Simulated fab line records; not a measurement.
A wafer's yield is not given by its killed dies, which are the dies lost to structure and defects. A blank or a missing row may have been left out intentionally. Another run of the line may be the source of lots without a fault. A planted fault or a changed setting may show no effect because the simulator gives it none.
Chamber matching	flow n5Finfet	4 sister chambers for N5_BEOL_M9_ETCH_65 on rieDiel-01
The step etches SiARC in CF4, target depth 15.6 nm, time 26 s. 4 wafers are shown with their chamber, then 9 later ones without.

## WAFERS, EACH WITH ITS CHAMBER
wafer	chamber	drypumpMotorCurrentA (A)
L085.1	1	5.6
L085.2	2	5.7
L087.4	0	5.4
L087.6	3	6.0

## WAFERS WHOSE CHAMBER IS MISSING
wafer	drypumpMotorCurrentA (A)
L091.1	5.7
L091.2	5.6
L091.3	5.4
L093.1	5.4
L093.4	6.1
L093.5	5.6
L096.3	5.6
L096.4	6.0
L096.6	5.7

## WHICH CHAMBER EACH WENT THROUGH
wafer	from the rows above	in truth
L091.1	2	2
L091.2	1	1
L091.3	0	0
L093.1	0	0
L093.4	3	3
L093.5	1	1
L096.3	1	1
L096.4	3	3
L096.6	2	2
Correctly placed: 9 of 9. Not placeable from these rows: 0. Placed wrongly: 0.
How it was worked out, from the rows above alone: a wafer's distance from a chamber is the root of the sum, over the readings, of the square of ((its reading less the chamber's mean) divided by the reading's scatter). If the next closest chamber is less than 2 further off than the closest, the wafer can't be placed; otherwise it belongs to the closest. For every chamber, the mean is computed from those of its wafers that are shown. The scatter (one wafer shown for each chamber): square how far every hidden wafer sits from the nearest shown wafer, average those squares and take the square root.
